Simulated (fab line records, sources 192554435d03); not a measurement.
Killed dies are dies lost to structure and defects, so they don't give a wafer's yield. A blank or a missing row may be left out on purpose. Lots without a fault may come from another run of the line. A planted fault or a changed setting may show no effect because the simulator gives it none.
Which tool did it? | flow n5_finfet | 24 lots, 72 wafers sampled, at 4 steps of a route of 1938

WHAT THE GAUGES READ, wafer by wafer
N5_BEOL_M0_SAQP_OVL_MEAS_15.
lot  | measured     | on         | M0_CORE_OVL (nm)
L074 | day 5 16:22  | overlay-02 | -1.4 -2.5 -1.3
L075 | day 5 19:56  | overlay-02 | -1.2 0.4 -1.9
L076 | day 6 04:22  | overlay-01 | -1.2 -1.1 0.0
L077 | day 6 07:33  | overlay-02 | -0.1 -0.7 -0.3
L078 | day 6 14:57  | overlay-02 | 0.2 -0.4 -1.1
L079 | day 6 15:58  | overlay-01 | -1.0 -0.6 0.1
L080 | day 6 20:53  | overlay-02 | 0.1 -0.8 0.6
L081 | day 7 04:59  | overlay-02 | -0.6 0.2 0.7
L082 | day 7 13:23  | overlay-02 | -0.6 -0.6 0.1
L083 | day 7 20:14  | overlay-02 | -0.3 -0.7 -0.1
L084 | day 8 00:04  | overlay-02 | -0.6 0.2 0.3
L086 | day 8 07:52  | overlay-01 | 0.1 -0.7 -0.7
L085 | day 8 11:46  | overlay-01 | 1.6 -0.6 0.7
L087 | day 8 20:54  | overlay-01 | -1.3 -1.6 -1.7
L088 | day 9 00:19  | overlay-01 | -0.6 0.2 -0.4
L089 | day 9 07:16  | overlay-02 | -0.6 1.1 -0.3
L090 | day 9 17:09  | overlay-01 | -1.1 0.1 -0.6
L091 | day 9 20:26  | overlay-01 | 0.3 -0.7 0.8
L092 | day 9 23:22  | overlay-02 | -0.6 -0.5 -0.6
L093 | day 10 07:34 | overlay-02 | -0.4 -1.1 -0.7
L094 | day 10 11:08 | overlay-02 | -1.2 -0.9 -0.8
L095 | day 10 18:36 | overlay-02 | 0.5 -0.9 -1.0
L096 | day 11 02:40 | overlay-02 | 0.7 0.1 0.6
L097 | day 11 05:48 | overlay-02 | 0.7 0.0 -0.8

N5_BEOL_M0_OCD_MEAS_108.
lot  | measured     | on     | trench_depth_nm (nm)
L074 | day 6 00:50  | ocd-02 | 31.2 33.8 33.0
L075 | day 6 04:54  | ocd-01 | 32.5 31.9 32.3
L076 | day 6 15:20  | ocd-01 | 32.7 31.8 31.3
L077 | day 6 15:15  | ocd-01 | 33.5 33.2 32.0
L078 | day 6 22:02  | ocd-02 | 31.6 32.2 32.3
L079 | day 7 01:18  | ocd-01 | 32.0 32.1 33.3
L080 | day 7 03:48  | ocd-01 | 32.2 33.8 32.6
L081 | day 7 13:25  | ocd-01 | 31.8 32.3 32.2
L082 | day 7 22:47  | ocd-01 | 33.8 33.5 33.7
L083 | day 8 06:18  | ocd-01 | 31.8 34.1 31.4
L084 | day 8 07:42  | ocd-01 | 33.7 32.3 32.2
L086 | day 8 15:56  | ocd-02 | 31.9 33.0 31.3
L085 | day 8 23:48  | ocd-02 | 32.3 32.3 31.5
L087 | day 9 06:07  | ocd-02 | 32.9 32.4 32.1
L088 | day 9 07:01  | ocd-01 | 33.8 32.2 31.8
L089 | day 9 15:37  | ocd-01 | 33.1 32.6 32.3
L090 | day 10 01:55 | ocd-01 | 31.9 31.7 32.1
L091 | day 10 07:28 | ocd-02 | 33.5 33.2 33.6
L092 | day 10 07:08 | ocd-01 | 32.0 32.5 33.6
L093 | day 10 17:05 | ocd-01 | 33.5 30.9 33.1
L094 | day 10 19:37 | ocd-02 | 31.6 33.4 31.1
L095 | day 11 01:56 | ocd-01 | 31.3 33.8 31.4
L096 | day 11 13:39 | ocd-02 | 32.5 34.2 33.2
L097 | day 11 19:19 | ocd-02 | 32.1 33.3 33.5

WHICH TOOL RAN EACH LOT (tool, then ch and the chambers of the sampled wafers, then the start)
lot  | N5_MOL_CONTACT_COAG_CVD_140   | N5_BEOL_M0_SAQP_SPACER2_ALD_26
L074 | cvd_w-02 ch 0,1, day 5 08:47  | ald_sin-03 ch 0,1,2, day 5 19:28
L075 | cvd_w-01 ch 0,1, day 5 12:56  | ald_sin-01 ch 0,2,3, day 5 22:51
L076 | cvd_w-01 ch 0,1, day 5 22:52  | ald_sin-01 ch 1,2, day 6 07:14
L077 | cvd_w-01 ch 0,1, day 6 02:38  | ald_sin-03 ch 2,3, day 6 10:11
L078 | cvd_w-02 ch 0,1, day 6 03:30  | ald_sin-01 ch 0,2,3, day 6 17:49
L079 | cvd_w-01 ch 0,1, day 6 10:19  | ald_sin-02 ch 1,2,3, day 6 18:55
L080 | cvd_w-01 ch 0,1, day 6 16:04  | ald_sin-01 ch 1,3, day 6 23:53
L081 | cvd_w-02 ch 0,1, day 6 23:31  | ald_sin-02 ch 2,3, day 7 07:46
L082 | cvd_w-02 ch 1, day 7 07:25    | ald_sin-03 ch 0,1, day 7 16:13
L083 | cvd_w-02 ch 0,1, day 7 14:32  | ald_sin-01 ch 1,3, day 7 23:49
L084 | cvd_w-01 ch 0,1, day 7 18:37  | ald_sin-02 ch 0,1,3, day 8 02:46
L086 | cvd_w-01 ch 0,1, day 8 01:58  | ald_sin-02 ch 0,2,3, day 8 12:20
L085 | cvd_w-02 ch 1, day 8 05:19    | ald_sin-03 ch 1,3, day 8 19:19
L087 | cvd_w-01 ch 0,1, day 8 15:12  | ald_sin-03 ch 1,3, day 9 00:44
L088 | cvd_w-02 ch 0,1, day 8 15:49  | ald_sin-03 ch 1,3, day 9 03:09
L089 | cvd_w-02 ch 0,1, day 9 01:01  | ald_sin-03 ch 1,3, day 9 11:41
L090 | cvd_w-01 ch 0,1, day 9 09:23  | ald_sin-03 ch 0,1,3, day 9 20:15
L091 | cvd_w-02 ch 0,1, day 9 13:14  | ald_sin-02 ch 1,3, day 10 00:54
L092 | cvd_w-02 ch 0,1, day 9 18:20  | ald_sin-01 ch 0,1,3, day 10 02:57
L093 | cvd_w-02 ch 0,1, day 10 01:04 | ald_sin-01 ch 0,2,3, day 10 11:14
L094 | cvd_w-02 ch 0,1, day 10 05:12 | ald_sin-03 ch 0,1,3, day 10 14:20
L095 | cvd_w-02 ch 0,1, day 10 13:08 | ald_sin-01 ch 1,2,3, day 10 21:16
L096 | cvd_w-02 ch 0,1, day 10 20:44 | ald_sin-03 ch 1,2,3, day 11 05:40
L097 | cvd_w-02 ch 0,1, day 11 00:23 | ald_sin-01 ch 1,2,3, day 11 08:28
- N5_MOL_CONTACT_COAG_CVD_140: deposits W, target thk 66.5 nm, time 215 s.
- N5_BEOL_M0_SAQP_SPACER2_ALD_26: deposits SiO2, target thk 15 nm, pulse time 1 s, purge time 2 s.

WHAT THE TOOLS THEMSELVES READ (means of the sampled wafers that have a number; where no wafer has one, the mark that the record gives instead)
N5_MOL_CONTACT_COAG_CVD_140.
lot  | tool     | heater_power_w (W) | susceptor_temp_C (C)
L074 | cvd_w-02 | 498                | 299.85
L075 | cvd_w-01 | 477                | 300.18
L076 | cvd_w-01 | 477                | 299.84
L077 | cvd_w-01 | 472                | 299.98
L078 | cvd_w-02 | 490                | 300.09
L079 | cvd_w-01 | 466                | 300.03
L080 | cvd_w-01 | 471                | 300.08
L081 | cvd_w-02 | 496                | 299.78
L082 | cvd_w-02 | 497                | 300.01
L083 | cvd_w-02 | 500                | 300.19
L084 | cvd_w-01 | 485                | 299.90
L086 | cvd_w-01 | 482                | 299.81
L085 | cvd_w-02 | 505                | 300.08
L087 | cvd_w-01 | 470                | 300.12
L088 | cvd_w-02 | 503                | 300.04
L089 | cvd_w-02 | 493                | 300.14
L090 | cvd_w-01 | 476                | 300.11
L091 | cvd_w-02 | 499                | 300.00
L092 | cvd_w-02 | 494                | 300.03
L093 | cvd_w-02 | 499                | 300.09
L094 | cvd_w-02 | 506                | 299.80
L095 | cvd_w-02 | 491                | 300.01
L096 | cvd_w-02 | 504                | 299.91
L097 | cvd_w-02 | 495                | 299.86

N5_BEOL_M0_SAQP_SPACER2_ALD_26.
lot  | tool       | heater_power_w (W) | precursor_pulse_height_rel | susceptor_temp_C (C)
L074 | ald_sin-03 | 452                | 0.985                      | 299.87
L075 | ald_sin-01 | 455                | 1.004                      | 299.96
L076 | ald_sin-01 | 505                | 1.015                      | 300.01
L077 | ald_sin-03 | 443                | 1.000                      | 299.73
L078 | ald_sin-01 | 458                | 1.007                      | 299.81
L079 | ald_sin-02 | 413                | 1.006                      | 300.03
L080 | ald_sin-01 | 392                | 0.993                      | 299.94
L081 | ald_sin-02 | 419                | 0.994                      | 299.92
L082 | ald_sin-03 | 436                | 0.995                      | 299.81
L083 | ald_sin-01 | 409                | 1.011                      | 299.88
L084 | ald_sin-02 | 454                | 0.998                      | 300.27
L086 | ald_sin-02 | 444                | 1.004                      | 300.03
L085 | ald_sin-03 | 473                | 0.983                      | 300.07
L087 | ald_sin-03 | 456                | 1.016                      | 299.97
L088 | ald_sin-03 | 470                | 0.989                      | 299.82
L089 | ald_sin-03 | 470                | 1.003                      | 299.82
L090 | ald_sin-03 | 448                | 0.997                      | 299.97
L091 | ald_sin-02 | 408                | 0.995                      | 299.98
L092 | ald_sin-01 | 399                | 1.012                      | 299.94
L093 | ald_sin-01 | 458                | 1.001                      | 299.93
L094 | ald_sin-03 | 446                | 1.016                      | 300.08
L095 | ald_sin-01 | 453                | 1.017                      | 299.91
L096 | ald_sin-03 | 466                | 0.994                      | 299.89
L097 | ald_sin-01 | 463                | 0.985                      | 299.85

THE ANSWER, worked out from the rows above alone
Rule: what is usual is taken from the lots themselves. Put in order of their means at a reading, lots are off if they are a third of the lots or fewer, leave a main group of 4 or more, and stand apart from it by a gap of 3 or more times the standard deviation of the main group's means; of several such gaps the widest counts. A main group whose means are all the same, to the digits that the tables above print for the reading, isn't used. A lot without any number at a reading at which 4 lots or more have one is off too. The other lots that the step has rows for count as sound. The gauges are gone through in route order, then the tools' own readings, and for those a lot's mean is taken as printed above. The first step at which some lot is off is used, and at that step the reading that is off furthest; a lot without a number counts as furthest.
No lot is off at any reading shown: from this, nothing can be told.

WHAT THE SIMULATOR HAD PUT IN
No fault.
